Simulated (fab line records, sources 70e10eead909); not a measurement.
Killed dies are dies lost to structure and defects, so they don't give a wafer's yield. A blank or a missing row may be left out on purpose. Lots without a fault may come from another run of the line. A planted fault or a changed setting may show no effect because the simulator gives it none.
fab line records | flow nand_harc
record lots=6 wafers=18 last_day=24
route steps=1159 shown P_ZERO_WELL@29 END@1159
lots that met no fault: from a run of the same line without faults
start_h: hours from the record's first day to the start of the lot's first wafer shown | wait_h: hours since the lot's step before | " the same as in the row above | L1.1+2: a row that stands for several wafers | - no value, or no start given | * or withheld: withheld | < > ~ a bound
route shown NAME@n: a module of which the file shows steps, and the number in the route of the first | usual: mean/standard deviation of fault-free wafers | same: alike in all rows | chamber/n: place in a boat | sites: the reading at each site | _std_site: their standard deviation | _edge_site: outer sites' mean less inner sites' | radius_mm: how far each site lies from the wafer's centre | mask NAME#n: copy n | behind: the tool/chamber that last shaped the wafer | hold: why the lot was held/for how many hours/how that ended | device: the transistor (n, p or np) that didn't switch | end of line: the same wafers' tests at the end of the route | a step without rows: its recipe alone | killed: dies lost to structure and defects at the first sort, not the wafer's yield | map: a wafer's dies, x killed, . not, _ none there
set.NAME: the setting as run; set.NAME@STEP: as run at that earlier step | model.NAME: the simulator's own value behind a step, which no gauge read
lots at some steps of the route; a table a step, a row a wafer
services: from which hour (start_h, from the record's first day; less than 0 if before it) a tool's chamber was out of use, for how many hours, and why
## steps
# step NHARC_P_ZERO_WELL_CD_MEAS_24
# recipe target_cd_nm=720 landing_energy_ev=500
# usual cd_nm=718.9/2.2
# columns lot.wafer tool chamber start_h wait_h cd_nm
L334.1 cd_sem-02 0 38.60 - 719.0
L334.3 " 0 " " 719.5
L334.4 " 0 " " 719.9
L336.1 cd_sem-03 0 50.46 - 718.7
L336.4 " 0 " " 715.0
L336.6 " 0 " " 718.8
L346.3 cd_sem-02 0 110.46 - 718.1
L346.4 " 0 " " 717.0
L346.5 " 0 " " 721.2
L347.1 cd_sem-01 0 116.65 - 718.5
L347.4 " 0 " " 715.4
L347.5 " 0 " " 716.8
L349.1 cd_sem-03 0 128.61 - 717.7
L349.3 " 0 " " 719.3
L349.4 " 0 " " 719.5
L353.1 cd_sem-03 0 152.46 - 721.4
L353.2 " 0 " " 720.6
L353.3 " 0 " " 723.1
# step NHARC_P_ZERO_WELL_HARDBAKE_25
# recipe temp_c=125 time_s=80
# step NHARC_P_ZERO_WELL_DESCUM_26
# recipe time_s=3 o2_flow_sccm=200 ar_flow_sccm=0 bias_power_w=0 chemistry=O2
# usual drypump_motor_current_A=5.6/0.31 oes_product_au=0.996/0.009 rf_vpp_V=58.0/0.89 showerhead_plenum_p_Torr=1.96/0.077 throttle_valve_pct=11.310/0.0091
# columns lot.wafer tool chamber start_h wait_h drypump_motor_current_A oes_product_au rf_hours_counter_h rf_vpp_V showerhead_plenum_p_Torr throttle_valve_pct
L334.1 rie_diel-04 2 38.76 - 6.0 1.001 9 57.1 1.93 11.319
L334.3 " 1 " " 5.1 1.000 9 57.7 2.05 11.311
L334.4 " 2 " " 6.0 1.002 - 57.7 1.93 11.319
L336.4 rie_diel-04 3 50.63 - 5.4 0.994 10 57.4 1.81 11.323
L336.1 " 1 " " 5.1 0.991 11 58.0 2.05 11.329
L336.6 " 2 " " 6.0 0.996 - 56.6 1.93 11.329
L346.3 rie_diel-04 2 110.61 - 6.0 1.001 16 57.8 1.93 11.310
L346.4 " 0 " " 5.8 1.005 13 58.3 1.92 11.327
L346.5 " 2 " " 6.0 0.996 - 57.5 1.93 11.321
L347.1 rie_diel-08 2 116.81 - 5.3 1.014 12 57.3 1.85 11.291
L347.4 " 3 " " 6.0 0.990 11 59.2 2.03 11.313
L347.5 " 2 " " 5.3 1.002 - 57.2 1.85 11.320
L349.4 rie_diel-01 0 128.77 - 5.6 1.002 10 58.8 1.96 11.313
L349.1 " 1 " " 5.8 0.992 9 57.8 2.01 11.308
L349.3 " 2 " " 5.9 0.992 9 59.0 2.01 11.317
L353.2 rie_diel-01 0 152.62 - 5.6 0.995 0 58.7 1.96 11.308
L353.3 " 1 " " 5.8 0.990 0 56.9 2.01 11.309
L353.1 " 2 " " 5.9 0.986 0 59.4 2.01 11.307
# step NHARC_P_ZERO_WELL_IMPLANT_27
# recipe energy_kev=600 dose_cm2=1e+13 tilt_deg=7
# step NHARC_P_ZERO_WELL_IMPLANT_57
# recipe energy_kev=250 dose_cm2=4e+12 tilt_deg=7
# step NHARC_P_ZERO_WELL_IMPLANT_58
# recipe energy_kev=100 dose_cm2=2e+12 tilt_deg=7
# step NHARC_P_ZERO_WELL_STRIP_28
# recipe time_s=840 temp_c=130 chemistry=SPM
# step NHARC_P_ZERO_WELL_DEHYDRATE_29
# recipe temp_c=150 time_s=120
# step NHARC_P_ZERO_WELL_HMDS_30
# recipe time_s=30
# step NHARC_P_ZERO_WELL_COAT_31
# recipe spin_rpm=withheld
# step NHARC_P_ZERO_WELL_SOFTBAKE_32
# recipe temp_c=122 time_s=95
# step NHARC_P_ZERO_WELL_EBR_33
# step NHARC_P_ZERO_WELL_EXPOSE_34
# recipe na=0.6 target_cd_nm=720 dose_mj=22.31 mask_id=P_PWELL
# columns lot.wafer tool chamber start_h wait_h mask
L334.1+3+4 krf_scanner-03 0 40.01 - P_PWELL#0
L336.1+4+6 krf_scanner-03 0 51.94 - P_PWELL#0
L346.3+4+5 krf_scanner-02 0 111.95 - P_PWELL#0
L347.1+4+5 krf_scanner-04 0 118.13 - P_PWELL#0
L349.1+3+4 krf_scanner-02 0 129.97 - P_PWELL#0
L353.1+2+3 krf_scanner-02 0 153.94 - P_PWELL#0
# step NHARC_P_ZERO_WELL_PEB_35
# recipe peb_temp_c=118 peb_time_s=85
# step NHARC_P_ZERO_WELL_DEVELOP_36
# recipe time_s=70
# step NHARC_P_ZERO_WELL_CD_MEAS_37
# recipe target_cd_nm=720 landing_energy_ev=500
# usual cd_nm=719.6/2.1
# columns lot.wafer tool chamber start_h wait_h hold cd_nm
L334.1 cd_sem-03 0 40.17 - await_dispo/0.2h/release 717.2
L334.3 " 0 " " await_dispo/0.2h/release 720.3
L334.4 " 0 " " await_dispo/0.2h/release 765.8
L334.1 cd_sem-03 0 - - - 717.4
L334.3 " 0 " " - 720.6
L334.4 " 0 " " - 765.9
L336.1 cd_sem-03 0 52.09 - await_dispo/0.2h/release 720.5
L336.4 " 0 " " await_dispo/0.2h/release 769.3
L336.6 " 0 " " await_dispo/0.2h/release 717.7
L336.1 cd_sem-03 0 - - - 720.6
L336.4 " 0 " " - 769.4
L336.6 " 0 " " - 717.2
L346.3 cd_sem-02 0 112.11 - - 723.8
L346.4 " 0 " " - 719.6
L346.5 " 0 " " - 720.8
L347.1 cd_sem-03 0 118.29 - - 718.7
L347.4 " 0 " " - 720.6
L347.5 " 0 " " - 721.3
L349.1 cd_sem-01 0 130.12 - - 716.5
L349.3 " 0 " " - 717.8
L349.4 " 0 " " - 718.4
L353.1 cd_sem-03 0 154.09 - - 721.0
L353.2 " 0 " " - 722.4
L353.3 " 0 " " - 720.0
# step NHARC_END_SORT_01
# recipe temp_c=25
# usual killed_at_array=25/9.5 killed_at_other=0.8/1.2 killed_at_periphery=3.4/2.2 killed_dies=29/10 killed_open=3.3/1.8 killed_short=2.1/1.4
# same gross_dies=677
# columns lot.wafer tool chamber start_h wait_h killed_at_array killed_at_other killed_at_periphery killed_dies killed_open killed_short
L334.1 prober-02 0 457.28 2.5 16 0 3 19 1 3
L334.3 prober-02 0 458.90 3.1 9 2 1 12 5 1
L334.4 prober-02 0 459.70 3.4 10 0 5 15 0 3
L336.1 prober-01 0 485.90 2.5 31 3 3 37 2 2
L336.4 prober-01 0 488.30 3.4 17 5 4 26 4 2
L336.6 prober-01 0 489.90 4.0 24 2 1 27 2 0
L346.3 prober-02 0 550.85 3.1 36 0 4 40 2 2
L346.4 prober-02 0 551.64 3.4 47 2 5 54 4 5
L346.5 prober-02 0 552.43 3.7 41 1 4 46 5 1
L349.1 prober-01 0 561.25 2.5 37 0 4 41 1 1
L349.3 prober-01 0 562.82 3.1 33 2 9 44 4 5
L349.4 prober-01 0 563.61 3.4 31 0 6 37 1 1
L353.1 prober-02 0 575.68 2.5 7 0 6 13 2 3
L353.2 prober-02 0 576.48 2.8 23 1 0 24 2 2
L353.3 prober-02 0 577.29 3.1 15 1 1 17 1 4
# killed by level:class
L334.1 A_ZERO_WELL:chamber_film_flake=4 A_CHANNEL_FILL_D1:chamber_film_flake=3 A_STAIRCASE:chamber_film_flake=2 A_WL_FILL:chamber_film_flake=2 A_CONTACT:chamber_film_flake=2 P_CONTACT:geometric_particle:open=1 P_M0:geometric_particle:short=1 A_CHANNEL_HOLE_D1:geometric_particle:short=1
L334.3 A_CHANNEL_HOLE_D1:chamber_film_flake=2 A_CHANNEL_FILL_D1:chamber_film_flake=2 P_M0:geometric_particle:open=1 A_CONTACT:geometric_particle:open=1 A_CONTACT:geometric_particle:short=1 A_BLC:geometric_particle:open=1 A_M0:geometric_particle:open=1 STARTING-WAFER:geometric_particle:open=1
L334.4 A_CHANNEL_FILL_D1:chamber_film_flake=3 A_CHANNEL_HOLE_D1:chamber_film_flake=2 P_GATE:geometric_particle:short=1 A_ONON_D1:geometric_particle:short=1 A_CHANNEL_FILL_D1:geometric_particle:short=1 P_GATE:chamber_film_flake=1 P_M0:chamber_film_flake=1 P_BONDPAD:chamber_film_flake=1
L336.1 A_CHANNEL_HOLE_D1:chamber_film_flake=13 A_SLIT:chamber_film_flake=9 P_STI:chamber_film_flake=3 THIN_TSV:chamber_film_flake=3 A_ZERO_WELL:chamber_film_flake=2 A_SGD_CUT:geometric_particle:open=1 A_WL_FILL:geometric_particle:short=1 A_CONTACT:geometric_particle:open=1
L336.4 A_CHANNEL_HOLE_D1:chamber_film_flake=5 THIN_TSV:chamber_film_flake=5 A_SLIT:chamber_film_flake=4 A_WL_FILL:geometric_particle:open=2 A_ZERO_WELL:chamber_film_flake=2 A_WL_FILL:chamber_film_flake=2 P_GATE:geometric_particle:open=1 P_M1:geometric_particle:short=1
L336.6 A_SLIT:chamber_film_flake=12 A_CHANNEL_HOLE_D1:chamber_film_flake=5 A_WL_FILL:chamber_film_flake=3 THIN_TSV:chamber_film_flake=2 A_CONTACT:geometric_particle:open=1 A_M0:geometric_particle:open=1 P_STI:chamber_film_flake=1 A_ZERO_WELL:chamber_film_flake=1
L346.3 A_CHANNEL_HOLE_D1:chamber_film_flake=17 A_SLIT:chamber_film_flake=13 A_CONTACT:chamber_film_flake=3 P_GATE:chamber_film_flake=2 P_CONTACT:geometric_particle:open=1 A_CHANNEL_FILL_D1:geometric_particle:short=1 A_WL_FILL:geometric_particle:short=1 A_CONTACT:geometric_particle:open=1
L346.4 A_CHANNEL_HOLE_D1:chamber_film_flake=23 A_SLIT:chamber_film_flake=7 A_CONTACT:chamber_film_flake=5 P_M2:chamber_film_flake=3 A_ONON_D1:geometric_particle:short=2 A_ONON_D1:geometric_particle:open=2 A_CHANNEL_FILL_D1:geometric_particle:short=2 A_STAIRCASE:chamber_film_flake=2
L346.5 A_CHANNEL_HOLE_D1:chamber_film_flake=22 A_SLIT:chamber_film_flake=8 A_CONTACT:chamber_film_flake=4 P_GATE:chamber_film_flake=2 P_M2:chamber_film_flake=2 A_ONON_D1:geometric_particle:open=1 A_CHANNEL_FILL_D1:geometric_particle:short=1 A_CHANNEL_FILL_D1:geometric_particle:open=1
L349.1 A_SLIT:chamber_film_flake=17 A_CHANNEL_HOLE_D1:chamber_film_flake=5 A_BLC:chamber_film_flake=5 P_GATE:chamber_film_flake=4 A_ZERO_WELL:chamber_film_flake=4 A_CONTACT:chamber_film_flake=2 A_WL_FILL:geometric_particle:short=1 A_M0:geometric_particle:open=1
L349.3 A_SLIT:chamber_film_flake=14 P_GATE:chamber_film_flake=7 A_BLC:chamber_film_flake=4 A_CHANNEL_HOLE_D1:chamber_film_flake=3 A_CONTACT:chamber_film_flake=3 A_M0:geometric_particle:short=2 THIN_TSV:chamber_film_flake=2 P_GATE:geometric_particle:open=1
L349.4 A_CHANNEL_HOLE_D1:chamber_film_flake=12 A_SLIT:chamber_film_flake=9 P_GATE:chamber_film_flake=5 A_STAIRCASE:chamber_film_flake=3 A_BLC:chamber_film_flake=2 A_CHANNEL_FILL_D1:geometric_particle:open=1 A_SGD_CUT:geometric_particle:short=1 P_ZERO_WELL:chamber_film_flake=1
L353.1 P_ZERO_WELL:chamber_film_flake=3 P_M0:geometric_particle:open=2 A_M0:geometric_particle:short=2 A_CHANNEL_HOLE_D1:chamber_film_flake=2 A_WL_FILL:geometric_particle:short=1 P_STI:chamber_film_flake=1 A_SLIT:chamber_film_flake=1 A_WL_FILL:chamber_film_flake=1
L353.2 A_CHANNEL_HOLE_D1:chamber_film_flake=10 A_CONTACT:chamber_film_flake=4 A_STAIRCASE:chamber_film_flake=2 A_CHANNEL_FILL_D1:geometric_particle:short=1 A_CONTACT:geometric_particle:short=1 A_CONTACT:geometric_particle:open=1 A_M1:geometric_particle:open=1 A_CHANNEL_FILL_D1:chamber_film_flake=1
L353.3 A_CHANNEL_HOLE_D1:chamber_film_flake=6 A_CONTACT:chamber_film_flake=4 A_SOURCE_PLATE:geometric_particle:short=1 A_CHANNEL_FILL_D1:geometric_particle:short=1 A_WL_FILL:geometric_particle:short=1 A_WL_FILL:geometric_particle:open=1 STARTING-WAFER:geometric_particle:short=1 P_ZERO_WELL:chamber_film_flake=1
## services
# columns tool chamber start_h hours kind
rie_diel-04 0 17.43 - clean
rie_diel-04 1 17.43 - clean
rie_diel-04 2 17.43 - clean
rie_diel-04 3 17.43 - clean
rie_diel-04 3 29.25 2.6 repair
rie_diel-04 0 33.17 12.5 repair
rie_diel-08 0 37.74 15.8 repair
krf_scanner-02 - 38.00 4.0 pm
rie_diel-04 1 41.93 - clean
rie_diel-04 2 41.93 - clean
rie_diel-04 3 41.93 - clean
rie_diel-04 0 66.43 - clean
rie_diel-04 1 66.43 - clean
rie_diel-04 2 66.43 - clean
rie_diel-04 3 66.43 - clean
rie_diel-04 0 90.93 - clean
rie_diel-04 1 90.93 - clean
rie_diel-04 2 90.93 - clean
rie_diel-04 - 111.90 9.0 pm
rie_diel-08 - 124.80 9.0 pm
krf_scanner-04 - 126.25 4.0 pm
krf_scanner-03 - 126.33 12.7 repair
rie_diel-01 - 137.82 9.0 pm
krf_scanner-04 - 138.07 1.1 repair
## key
first_sign step=NHARC_P_ZERO_WELL_CD_MEAS_37 reading=visit direction=added
effect step=NHARC_P_ZERO_WELL_CD_MEAS_37 reading=cd_nm direction=up sigmas=23 usual=719.6 struck=767.5
met_at NHARC_P_ZERO_WELL_EXPOSE_34
struck_wafers L334.4,L336.4
tester_left_out L334,L336
fault kind=process_parameter_drift tool=krf_scanner-03 chamber=- onset_h=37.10 steps=NHARC_P_ZERO_WELL_EXPOSE_34 channel=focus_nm offset=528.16 shape=step end_h=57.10 scope=struck_wafers_only
# tester_left_out: of these lots the tester's yield and bins aren't shown, on N5 and GAA mostly nor the transistor test; their killed dies are dies lost to structure and defects alone, not to doping, threshold or leakage, so they don't give the yield
